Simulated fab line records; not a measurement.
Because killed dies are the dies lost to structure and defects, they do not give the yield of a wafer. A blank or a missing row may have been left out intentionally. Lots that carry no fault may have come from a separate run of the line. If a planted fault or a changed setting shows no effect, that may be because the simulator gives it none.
fab line records | flow n5Finfet
record lots=9 wafers=26 lastDay=19
route steps=1938 shown BEOL_M3@948 BEOL_M4@1111
lots that met no fault: taken from a fault-free run of the same line
startH: hours from the record's first day to the start of the lot's first wafer shown | waitH: time in hours since the lot's previous step | " the same as in the row above | L1.1+2: a single row standing in for several wafers | - either no value or no given start | * or withheld: withheld | < > ~ a bound
route shown NAME@n: names a module that has steps shown in the file, with the first one's number in the route | usual: mean/standard deviation of fault-free wafers | same: alike in all rows | chamber/n: place in a boat | sites: per-site readings | _std_site: standard deviation of those values | _edge_site: the outer-site mean with the inner-site mean subtracted | radiusMm: for every site, how far away it sits from the centre of the wafer | mask NAME#n: copy n | behind: the last tool/chamber to shape the wafer | hold: what put the lot on hold/how long, in hours/how the hold closed | device: whichever transistor did not switch (one of n, p or np) | end of line: the route-end tests of the same wafers | a step without rows: its recipe alone | killed: count of dies lost to structure and defects at first sort (not the wafer's yield) | map: a wafer's dies, x killed, . not, _ none there
set.NAME: the setting the step ran with; set.NAME@STEP: the setting that earlier step ran with | model.NAME: the simulator's own value behind a step, which no gauge read
a sample of lots followed through the steps of the route, with each step as a table and each wafer as a row
services: when a tool's chamber went out of use (startH, in hours from the record's first day, below 0 if earlier), for how many hours, and the reason
## steps
# step N5_BEOL_M3_ETCH_74
# recipe chemistry=N2/H2 target=underlayer targetDepthA=65 maskMaterial=CAR-EUV timeS=5.2 ionEnergyEv=200 pressureMtorr=30 sourceW=840 biasW=150 n2FlowSccm=200 h2FlowSccm=200 ends=cleared
# usual biasW=149.9/0.43 drypumpMotorCurrentA=5.7/0.35 etchRfOnTimeS=5.18/0.11 oesProductAu=0.65/0.066 rfVppV=524.3/2.6 showerheadPlenumPTorr=2.56/0.08 throttleValvePct=18.11/0.16
# columns lot.wafer tool chamber startH waitH biasW drypumpMotorCurrentA etchRfOnTimeS oesProductAu rfHoursCounterH rfVppV showerheadPlenumPTorr throttleValvePct
L819.1 rieDiel-02 3 162.27 0.0 150.2 5.0 5.10 0.82 14 529.3 2.71 17.82
L819.4 " 2 " " 150.2 5.7 5.00 0.63 191 520.7 2.52 18.16
L819.5 " 3 " " 150.5 5.0 5.12 0.82 - 530.3 2.70 17.83
L822.2 rieDiel-03 3 189.97 0.0 150.3 5.5 5.35 0.62 200 523.5 2.51 18.24
L822.4 " 2 " " 149.8 5.4 5.25 0.63 149 523.6 2.53 18.05
L822.6 " 2 " " 149.3 5.4 5.11 0.65 - 523.6 2.53 18.02
L824.2 rieDiel-03 1 195.37 0.0 149.5 5.9 5.05 0.80 4 529.8 2.71 17.95
L824.3 " 3 " " 150.1 5.5 5.37 0.61 201 525.6 2.51 18.26
L824.5 " 1 " " 149.6 5.9 5.07 0.83 - 532.3 2.71 17.95
L827.1 rieDiel-02 0 211.18 0.0 149.3 5.8 5.20 0.72 61 520.5 2.49 17.53
L827.4 " 2 " " 151.2 5.6 5.07 0.62 202 522.4 2.52 18.18
L827.6 " 1 " " 150.0 5.6 5.35 0.61 - 528.3 2.64 18.15
L833.2 rieDiel-03 1 256.60 0.0 150.0 6.0 5.04 0.78 17 528.4 2.71 17.97
L833.3 " 2 " " 150.8 5.4 5.18 0.64 164 522.1 2.52 18.05
L836.1 rieDiel-01 1 280.61 0.0 149.8 6.1 5.30 0.61 211 522.2 2.52 18.29
L836.2 " 3 " " 149.4 6.5 5.12 0.61 211 519.1 2.42 18.11
L836.4 " 0 " " 150.4 5.7 5.24 0.59 216 521.4 2.53 18.21
L838.1 rieDiel-03 2 299.15 0.0 149.7 5.3 5.32 0.61 177 523.2 2.52 18.10
L838.4 " 0 " " 149.6 5.4 5.22 0.62 208 523.0 2.53 18.17
L838.5 " 3 " " 150.2 5.5 5.34 0.60 - 522.4 2.50 18.31
L839.3 rieDiel-01 1 311.86 0.0 150.2 6.1 5.23 0.61 222 524.9 2.52 18.28
L839.5 " 1 " " 149.4 6.1 5.23 0.61 - 521.0 2.52 18.30
L839.6 " 0 " " 149.9 5.7 5.24 0.59 - 522.8 2.52 18.23
L840.1 rieDiel-02 1 317.27 0.0 150.0 5.6 5.48 0.58 222 524.4 2.63 18.19
L840.5 " 1 " " 149.3 5.6 5.46 0.58 - 524.0 2.63 18.21
L840.6 " 2 " " 150.1 5.6 5.11 0.59 - 523.8 2.51 18.22
# step N5_BEOL_M3_OVL_MEAS_29
# recipe pointsPerWafer=522
# usual V2_OVL=0.1/0.67
# columns lot.wafer tool chamber startH waitH V2_OVL[nm]
L819.1 overlay-02 0 163.23 0.0 0.2
L819.4 " 0 " " -0.2
L819.5 " 0 " " 1.0
L822.2 overlay-01 0 190.86 0.0 0.8
L822.4 " 0 " " 0.2
L822.6 " 0 " " 0.4
L824.2 overlay-02 0 196.13 0.0 0.1
L824.3 " 0 " " 0.8
L824.5 " 0 " " 0.7
L827.1 overlay-02 0 212.05 0.0 0.7
L827.4 " 0 " " -0.4
L827.6 " 0 " " -0.2
L833.2 overlay-02 0 257.47 0.0 -1.7
L833.3 " 0 " " -1.9
L836.1 overlay-01 0 281.55 0.0 0.0
L836.2 " 0 " " -0.3
L836.4 " 0 " " -0.3
L838.1 overlay-02 0 300.02 0.0 -0.1
L838.4 " 0 " " -0.7
L838.5 " 0 " " 0.6
L839.3 overlay-01 0 312.76 0.0 -0.9
L839.5 " 0 " " -1.3
L839.6 " 0 " " -1.6
L840.1 overlay-01 0 318.23 0.0 -0.4
L840.5 " 0 " " -0.3
L840.6 " 0 " " 0.5
# step N5_BEOL_M3_ALD_98
# recipe material=SiO2 targetThkA=25 tempC=100 aldPrecursorFamily=BDEAS aldCoReactant=O2-plasma pulseTimeS=1 coReactantPulseTimeS=1 purgeTimeS=2 coReactantPurgeTimeS=2 aldCycles=17 pressureTorr=2
# usual aldCycles=17/0 chamberPressureTorr=2.000/0.0043 heaterPowerW=78/8.8 precursorPulseHeightRel=0.998/0.02
# columns lot.wafer tool chamber startH waitH aldCycles chamberPressureTorr heaterPowerW precursorPulseHeightRel
L819.1 aldSin-03 2 163.83 0.4 17 2.005 74 1.026
L819.4 " 3 " " 17 1.996 71 0.990
L819.5 " 2 " " 17 1.993 76 1.001
L822.2 aldSin-01 2 191.76 0.5 17 1.997 77 0.985
L822.4 " 0 " " 17 2.004 86 1.031
L822.6 " 3 " " 17 2.001 90 1.005
L824.2 aldSin-01 2 196.38 0.1 17 2.007 78 0.963
L824.3 " 1 " " 17 2.006 85 1.007
L824.5 " 0 " " 17 2.012 86 0.992
L827.1 aldSin-02 1 212.29 0.1 17 1.989 70 1.002
L827.4 " 3 " " 17 1.997 77 1.027
L827.6 " 1 " " 17 1.993 70 0.984
L833.2 aldSin-01 3 258.08 0.4 15 1.996 94 0.991
L833.3 " 2 " " 17 1.999 79 1.042
L836.1 aldSin-01 1 282.22 0.2 15 1.997 86 1.007
L836.2 " 2 " " 15 1.996 79 0.980
L836.4 " 1 " " 17 2.000 86 1.019
L838.1 aldSin-02 1 300.39 0.1 17 2.000 72 1.011
L838.4 " 2 " " 17 2.002 66 0.993
L838.5 " 0 " " 17 2.003 62 1.012
L839.3 aldSin-03 1 313.29 0.4 17 2.007 92 0.995
L839.5 " 2 " " 17 2.003 77 0.967
L839.6 " 1 " " 17 2.004 93 0.980
L840.1 aldSin-03 2 318.52 0.1 17 2.007 77 1.010
L840.5 " 3 " " 17 1.993 68 1.022
L840.6 " 0 " " 17 1.995 77 0.971
# step N5_BEOL_M3_ETCHBACK_99
# recipe chemistry=CHF3 target=SiO2 targetDepthA=50 timeS=10.4 sourceW=215 biasW=47 Ar_flow_sccm=200 CHF3_flow_sccm=12 ionEnergyEv=100 pressureMtorr=30
# usual biasW=46.98/0.14 drypumpMotorCurrentA=5.7/0.35 oesProductAu=0.75/0.073 rfVppV=241/4 showerheadPlenumPTorr=2.16/0.071 throttleValvePct=17.29/0.2
# columns lot.wafer tool chamber startH waitH biasW drypumpMotorCurrentA oesProductAu rfHoursCounterH rfVppV showerheadPlenumPTorr throttleValvePct
L819.1 rieDiel-01 3 170.92 7.0 46.92 6.4 0.73 180 242 2.04 17.12
L819.4 " 1 " " 46.89 6.0 0.74 179 243 2.15 17.35
L819.5 " 2 " " 47.00 5.5 0.75 - 241 2.22 17.36
L822.2 rieDiel-02 1 193.63 1.8 47.13 5.6 0.73 190 243 2.23 17.30
L822.4 " 2 " " 46.83 5.6 0.72 198 234 2.14 17.43
L822.6 " 3 " " 46.72 5.0 0.95 - 248 2.31 17.21
L824.2 rieDiel-01 3 199.04 2.6 46.97 6.4 0.72 188 242 2.04 17.12
L824.3 " 0 " " 47.03 5.7 0.71 192 240 2.15 17.36
L824.5 " 3 " " 47.13 6.5 0.73 - 243 2.04 17.12
L827.1 rieDiel-02 0 213.76 1.4 46.88 5.8 0.84 62 243 2.10 16.71
L827.4 " 3 " " 46.86 5.0 0.93 27 248 2.31 17.22
L827.6 " 0 " " 47.01 5.8 0.84 - 242 2.10 16.72
L833.2 rieDiel-02 2 280.11 22.0 46.82 5.7 0.69 219 233 2.13 17.48
L833.3 " 1 " " 46.96 5.6 0.70 210 245 2.22 17.35
L836.1 rieDiel-01 2 284.84 2.6 47.07 5.5 0.72 196 239 2.20 17.43
L836.2 " 1 " " 47.00 6.0 0.72 213 242 2.13 17.40
L836.4 " 3 " " 46.92 6.5 0.71 213 243 2.03 17.17
L838.1 rieDiel-03 3 301.22 0.8 46.98 5.5 0.70 229 237 2.13 17.52
L838.4 " 0 " " 46.85 5.4 0.71 209 244 2.14 17.27
L838.5 " 2 " " 46.88 5.4 0.73 - 238 2.13 17.38
L839.3 rieDiel-01 2 313.73 0.4 46.72 5.5 0.71 207 239 2.20 17.46
L839.5 " 0 " " 46.96 5.7 0.68 - 240 2.14 17.41
L839.6 " 1 " " 46.91 6.1 0.71 - 243 2.13 17.41
L840.1 rieDiel-02 2 322.38 3.8 47.04 5.7 0.69 233 232 2.13 17.50
L840.5 " 1 " " 47.32 5.6 0.70 - 244 2.22 17.36
L840.6 " 0 " " 46.94 5.8 0.82 - 243 2.09 16.76
# step N5_BEOL_M4_RC_MEAS_101
# usual DIBL_N=35.1/1.6 DIBL_P=34.9/1.8 IOFF_N=0.143/0.026 IOFF_P=0.21/0.037 ION_N=671/11 ION_P=463/7.8 SS_N=71.2/0.58 SS_P=73.0/0.54 VT_N=251/3 VT_P=-250/4.1
# columns lot.wafer tool chamber startH waitH DIBL_N[mV/V] DIBL_P[mV/V] IOFF_N[nA/um] IOFF_P[nA/um] ION_N[uA/um] ION_P[uA/um] SS_N[mV/dec] SS_P[mV/dec] VT_N[mV] VT_P[mV]
L819.1 prober-02 0 191.28 0.0 32.9 32.2 0.110 0.18 663 462 69.8 72.5 255 -249
L819.4 " 0 " " 34.7 34.7 0.137 0.21 678 472 70.9 72.8 250 -248
L819.5 " 0 " " 35.1 35.1 0.147 0.22 680 464 71.3 72.7 252 -249
L822.2 prober-02 0 211.34 0.2 33.6 34.0 0.139 0.22 672 467 71.6 73.1 250 -246
L822.4 " 0 " " 31.6 31.3 0.109 0.18 659 467 70.8 71.9 252 -249
L822.6 " 0 " " 31.3 31.5 0.106 0.18 655 457 70.6 71.9 253 -247
L824.2 prober-01 0 237.14 0.2 35.0 34.1 0.118 0.16 657 451 71.6 72.6 257 -256
L824.3 " 0 " " 34.8 33.8 0.119 0.15 654 450 71.5 72.9 255 -261
L824.5 " 0 " " 35.4 34.2 0.134 0.16 675 453 71.7 72.6 253 -255
L827.1 prober-01 0 246.28 0.0 32.3 30.9 0.105 0.15 663 458 70.3 72.7 255 -251
L827.4 " 0 " " 35.7 36.4 0.159 0.22 677 466 71.0 73.3 248 -246
L827.6 " 0 " " 34.8 34.2 0.141 0.19 673 463 70.4 73.2 251 -248
L833.2 prober-02 0 311.55 0.2 34.6 33.5 0.104 0.17 647 447 71.2 73.7 256 -256
L833.3 " 0 " " 35.2 34.0 0.122 0.18 660 455 70.7 73.1 254 -253
L836.1 prober-01 0 317.73 0.0 33.6 33.2 0.113 0.18 655 462 70.6 72.5 253 -249
L836.2 " 0 " " 36.4 36.0 0.156 0.22 676 475 71.6 73.7 252 -248
L836.4 " 0 " " 33.3 32.2 0.106 0.16 656 455 70.8 71.9 255 -252
L838.1 prober-02 0 331.02 0.0 38.4 38.9 0.223 0.25 674 451 72.7 74.1 250 -248
L838.4 " 0 " " 33.5 34.8 0.133 0.19 675 461 70.7 72.9 252 -248
L838.5 " 0 " " 35.1 36.8 0.157 0.21 681 466 70.6 73.5 248 -252
L839.3 prober-01 0 339.92 0.9 37.5 36.4 0.162 0.26 673 469 71.4 73.5 252 -244
L839.5 " 0 " " 35.5 34.0 0.135 0.23 673 466 71.0 73.5 251 -247
L839.6 " 0 " " 36.4 35.6 0.157 0.25 677 476 71.7 74.0 250 -243
L840.1 prober-01 0 340.87 0.0 35.0 35.3 0.138 0.21 667 463 71.1 73.1 249 -248
L840.5 " 0 " " 34.8 36.6 0.135 0.23 661 462 71.2 73.1 249 -247
L840.6 " 0 " " 35.2 35.1 0.132 0.21 677 474 71.0 73.1 249 -248
## services
# columns tool chamber startH hours kind
rieDiel-01 1 149.61 2.3 repair
rieDiel-01 2 150.61 2.8 repair
rieDiel-03 1 161.54 - clean
rieDiel-03 1 161.54 - consumableReplace:focusRing
rieDiel-03 1 161.54 - consumableReplace:showerhead
rieDiel-03 1 161.54 15.7 scheduledDown
rieDiel-03 1 161.54 15.7 ventCycle
aldSin-02 3 171.92 2.8 repair
aldSin-03 - 176.75 14.0 pm
aldSin-03 0 176.75 14.0 ventCycle
aldSin-03 1 176.75 14.0 ventCycle
aldSin-03 2 176.75 14.0 ventCycle
aldSin-03 3 176.75 14.0 ventCycle
aldSin-03 - 190.75 6.0 pm
aldSin-01 2 202.06 4.0 repair
aldSin-01 3 233.46 13.0 repair
aldSin-01 - 235.12 0.7 repair
rieDiel-03 - 238.74 15.6 pm
rieDiel-02 - 241.28 5.4 repair
aldSin-03 3 245.65 11.3 repair
rieDiel-03 0 260.05 1.3 repair
aldSin-01 3 281.96 2.0 repair
aldSin-02 - 297.51 0.7 repair
aldSin-02 - 304.12 2.4 repair
## key
firstSign step=N5_BEOL_M3_ALD_98 reading=aldCycles direction=down sigmas=99+ usual=* struck=*
effect none on later readings
metAt N5_BEOL_M3_ALD_98
struckLots L833,L836
struckWafers L833.2,L836.1,L836.2
notActingAt N5_BEOL_M3_ETCH_74,N5_BEOL_M3_OVL_MEAS_29,N5_BEOL_M3_ETCHBACK_99
onsetBetween 196.38 258.08
fault kind=processParameterDrift tool=aldSin-01 chamber=- onsetH=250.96 steps=N5_BEOL_M3_ALD_98 channel=aldCycles offset=* shape=step endH=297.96 scope=struckWafersOnly actsIn=* stated=*
